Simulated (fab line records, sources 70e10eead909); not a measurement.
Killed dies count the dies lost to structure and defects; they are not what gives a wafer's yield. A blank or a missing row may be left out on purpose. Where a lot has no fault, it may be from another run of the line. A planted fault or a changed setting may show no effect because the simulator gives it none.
What tool caused it? ; flow nand-harc ; Sampling: 24 lots, 72 wafers, 5 of 1159 route steps

WHAT THE GAUGES SHOWED, per wafer
NHARC_P_M0_INSPECT_11. Usual: raw-defect-count at 3.7, with a standard deviation of 2.
lot;measured;on;raw-defect-count;flag
L074;day 6 05:38;defect-inspect-01;2 2 5;
L075;day 6 06:07;defect-inspect-01;3 4 3;
L077;day 6 09:20;defect-inspect-02;2 5 2;
L076;day 6 11:12;defect-inspect-02;9 7 6;
L078;day 6 16:18;defect-inspect-02;3 4 3;
L079;day 7 00:43;defect-inspect-02;1 3 3;
L080;day 7 12:48;defect-inspect-01;3 6 7;
L081;day 7 18:30;defect-inspect-01;2 5 1;
L082;day 7 18:39;defect-inspect-02;2 3 2;
L083;day 8 02:08;defect-inspect-01;3 2 4;
L084;day 8 03:07;defect-inspect-02;4 2 4;
L086;day 8 22:41;defect-inspect-01;3 2 4;
L088;day 8 23:06;defect-inspect-01;2 10 3;
L085;day 9 00:02;defect-inspect-02;4 4 3;
L087;day 9 07:17;defect-inspect-01;5 1 3;
L089;day 9 20:14;defect-inspect-01;5 9 12;
L090;day 9 23:36;defect-inspect-02;2 3 8;
L091;day 10 03:52;defect-inspect-02;4 3 2;
L092;day 10 06:29;defect-inspect-02;2 4 3;
L093;day 10 09:41;defect-inspect-02;4 7 2;
L094;day 10 18:56;defect-inspect-02;4 4 5;
L095;day 10 20:52;defect-inspect-01;4 2 3;
L096;day 11 04:44;defect-inspect-02;1 2 2;
L097;day 11 13:41;defect-inspect-01;5 4 4;

NHARC_P_M0_INSPECT_27. Usual: raw-defect-count at 304, with a standard deviation of 120.
lot;measured;on;raw-defect-count;flag
L074;day 6 08:21;defect-inspect-02;415 188 246;
L075;day 6 08:40;defect-inspect-02;358 361 201;
L077;day 6 11:53;defect-inspect-01;756 449 587;
L076;day 6 13:47;defect-inspect-01;460 449 663;
L078;day 6 18:50;defect-inspect-01;429 397 274;
L079;day 7 03:16;defect-inspect-02;425 220 296;
L080;day 7 15:22;defect-inspect-02;236 475 390;
L081;day 7 21:03;defect-inspect-02;229 179 217;
L082;day 7 21:18;defect-inspect-02;367 265 330;
L083;day 8 04:41;defect-inspect-02;287 344 242;
L084;day 8 05:40;defect-inspect-02;214 319 439;
L086;day 9 01:15;defect-inspect-01;155 202 155;
L088;day 9 01:42;defect-inspect-02;324 368 282;
L085;day 9 02:35;defect-inspect-01;282 250 234;
L087;day 9 09:51;defect-inspect-01;186 235 276;
L089;day 9 22:47;defect-inspect-01;340 326 419;
L090;day 10 02:20;defect-inspect-01;275 135 262;
L091;day 10 06:28;defect-inspect-01;145 186 189;
L092;day 10 09:04;defect-inspect-02;376 299 327;
L093;day 10 12:14;defect-inspect-02;208 302 376;
L094;day 10 21:28;defect-inspect-01;511 333 283;
L095;day 10 23:25;defect-inspect-02;215 215 268;
L096;day 11 07:16;defect-inspect-02;204 234 162;
L097;day 11 16:13;defect-inspect-02;349 296 177;

NHARC_P_BONDPAD_THK_MEAS_33: measures by ellipsometry. Usual: thk-nm at 199.8 nm, with a standard deviation of 1.5.
lot;measured;on;thk-nm (nm);flag
L074;day 6 17:53;film-metro-01;198.4 198.0 199.4;
L075;day 6 18:35;film-metro-01;199.3 200.2 201.9;
L077;day 6 21:21;film-metro-02;200.2 201.8 201.7;
L076;day 6 23:15;film-metro-02;202.6 200.7 200.2;
L078;day 7 08:56;film-metro-02;199.6 200.3 199.3;
L079;day 7 12:47;film-metro-02;202.6 200.1 201.1;
L080;day 8 01:18;film-metro-01;197.7 197.3 199.4;
L081;day 8 07:17;film-metro-02;199.2 202.9 200.1;
L082;day 8 07:21;film-metro-01;199.5 199.6 198.8;
L083;day 8 14:19;film-metro-02;199.1 200.2 197.9;
L084;day 8 15:50;film-metro-01;199.2 202.3 200.0;
L086;day 9 11:27;film-metro-02;197.5 199.0 197.6;
L088;day 9 12:10;film-metro-01;199.9 197.1 199.0;
L085;day 9 12:56;film-metro-01;198.5 198.9 199.6;
L087;day 9 19:34;film-metro-01;197.1 199.5 199.3;
L089;day 10 08:46;film-metro-01;199.0 202.2 200.7;
L090;day 10 11:42;film-metro-01;199.8 200.4 199.3;
L091;day 10 15:53;film-metro-01;199.6 200.3 199.2;
L092;day 10 18:53;film-metro-02;196.6 196.8 198.4;
L093;day 10 21:59;film-metro-02;200.5 199.2 199.7;
L094;day 11 07:17;film-metro-02;200.4 202.0 200.5;
L095;day 11 09:16;film-metro-01;198.8 198.5 199.8;
L096;day 11 16:59;film-metro-02;200.2 201.0 201.2;
L097;day 12 02:07;film-metro-01;199.1 199.7 198.2;

WHAT TOOL EACH LOT RAN ON (gives the tool, then ch and the chambers of the sampled wafers, and finally the start)
lot;NHARC_P_M0_CMP_23;NHARC_P_M1_DEP_33
L074;cmp-04 ch 1,2, day 6 07:55;pecvd-02 ch 0,2, day 6 12:44
L075;cmp-02 ch 0,3, day 6 08:11;pecvd-03 ch 0,1, day 6 13:23
L077;cmp-03 ch 0,1,2, day 6 11:25;pecvd-04 ch 0,1,2, day 6 16:02
L076;cmp-02 ch 0,1,3, day 6 13:19;pecvd-04 ch 0,1, day 6 18:11
L078;cmp-03 ch 0,1,2, day 6 18:22;pecvd-03 ch 0,1, day 7 03:46
L079;cmp-04 ch 0,1,3, day 7 02:47;pecvd-02 ch 1,2, day 7 07:32
L080;cmp-02 ch 1,2,3, day 7 14:53;pecvd-03 ch 0,1,2, day 7 20:14
L081;cmp-03 ch 2,3, day 7 20:37;pecvd-02 ch 1,2, day 8 01:47
L082;cmp-03 ch 0,2,3, day 7 20:50;pecvd-03 ch 0,1,2, day 8 01:46
L083;cmp-04 ch 0,1,2, day 8 04:16;pecvd-04 ch 0,1,2, day 8 09:11
L084;cmp-03 ch 0,2,3, day 8 05:16;pecvd-04 ch 0,1, day 8 10:12
L086;cmp-02 ch 2,3, day 9 00:48;pecvd-03 ch 0,1, day 9 05:53
L088;cmp-03 ch 0,3, day 9 01:14;pecvd-03 ch 0,1, day 9 06:26
L085;cmp-03 ch 2,3, day 9 02:09;pecvd-02 ch 0,1,2, day 9 07:42
L087;cmp-04 ch 1,3, day 9 09:24;pecvd-02 ch 0,1, day 9 14:25
L089;cmp-03 ch 0,2, day 9 22:20;pecvd-04 ch 0,1,2, day 10 03:25
L090;cmp-04 ch 0,2,3, day 10 01:55;pecvd-02 ch 0,1, day 10 06:33
L091;cmp-04 ch 0,1, day 10 06:01;pecvd-03 ch 0,1,2, day 10 10:46
L092;cmp-02 ch 0,1, day 10 08:35;pecvd-02 ch 0,1, day 10 13:29
L093;cmp-03 ch 1,2, day 10 11:46;pecvd-03 ch 1,2, day 10 16:36
L094;cmp-03 ch 0,1,3, day 10 21:02;pecvd-03 ch 0,1, day 11 01:47
L095;cmp-03 ch 0,1, day 10 22:58;pecvd-04 ch 0,1,2, day 11 03:36
L096;cmp-03 ch 0,1,2, day 11 06:48;pecvd-03 ch 0,1,2, day 11 11:33
L097;cmp-02 ch 1,2,3, day 11 15:44;pecvd-04 ch 0,2, day 11 20:56
- NHARC_P_M0_CMP_23: polishes, t overpolish 20 s, target thk 117.53 nm.
- NHARC_P_M1_DEP_33: deposits SiCN, target thk 30 nm.

AS READ BY THE TOOLS THEMSELVES (means over the sampled wafers that have a number; for cases with no such wafer, the mark the record gives instead)
NHARC_P_M0_CMP_23. Usual: motor-current-A 11.9 A, standard deviation 1; retaining-ring-pressure-frac 1.000, standard deviation 0.0047; time-to-endpoint-s 28.7 s, standard deviation 2.
lot;tool;motor-current-A (A);retaining-ring-pressure-frac;time-to-endpoint-s (s);flag
L074;cmp-04;11.3;1.004;29.1;
L075;cmp-02;12.2;1.005;28.1;
L077;cmp-03;11.7;1.001;27.7;
L076;cmp-02;11.6;0.999;31.1;
L078;cmp-03;11.5;1.002;31.0;
L079;cmp-04;12.2;1.005;28.8;
L080;cmp-02;12.9;0.999;31.2;
L081;cmp-03;12.2;0.999;28.2;
L082;cmp-03;12.2;1.001;25.3;
L083;cmp-04;12.3;0.999;28.4;
L084;cmp-03;11.4;1.003;28.7;
L086;cmp-02;11.9;1.003;29.0;
L088;cmp-03;11.4;1.000;27.1;
L085;cmp-03;11.9;1.001;27.8;
L087;cmp-04;12.4;1.001;28.4;
L089;cmp-03;11.9;1.000;28.0;
L090;cmp-04;12.0;0.999;25.3;
L091;cmp-04;12.7;1.008;24.5;
L092;cmp-02;10.8;0.999;29.3;
L093;cmp-03;12.6;1.000;28.4;
L094;cmp-03;11.6;1.000;29.0;
L095;cmp-03;11.0;0.996;28.2;
L096;cmp-03;12.0;1.000;29.5;
L097;cmp-02;12.9;0.998;32.1;

NHARC_P_M1_DEP_33. Usual: heater-power-w at 531 W, with a standard deviation of 63.
lot;tool;heater-power-w (W);flag
L074;pecvd-02;512;
L075;pecvd-03;471;
L077;pecvd-04;548;
L076;pecvd-04;533;
L078;pecvd-03;530;
L079;pecvd-02;493;
L080;pecvd-03;542;
L081;pecvd-02;495;
L082;pecvd-03;523;
L083;pecvd-04;510;
L084;pecvd-04;488;
L086;pecvd-03;511;
L088;pecvd-03;531;
L085;pecvd-02;493;
L087;pecvd-02;452;
L089;pecvd-04;576;
L090;pecvd-02;486;
L091;pecvd-03;538;
L092;pecvd-02;499;
L093;pecvd-03;523;
L094;pecvd-03;542;
L095;pecvd-04;539;
L096;pecvd-03;568;
L097;pecvd-04;547;

THE ANSWER, worked out from the rows above alone
Rule: take the mean of a lot's wafers that have a number; if it is more than 3 standard deviations from the usual mean, the lot is off. A lot without any number at a reading at which 4 lots or more have one is off too. The other lots that the step has rows for count as sound. Order of review: gauges by route order, followed by the tools' own readings, for which a lot's mean as printed above is used. At the first step where some lot is off, the reading lying furthest off is the one used; lots without a number count as furthest.
No lot is off at any reading shown: from this, nothing can be told.

WHAT THE SIMULATOR PUT IN
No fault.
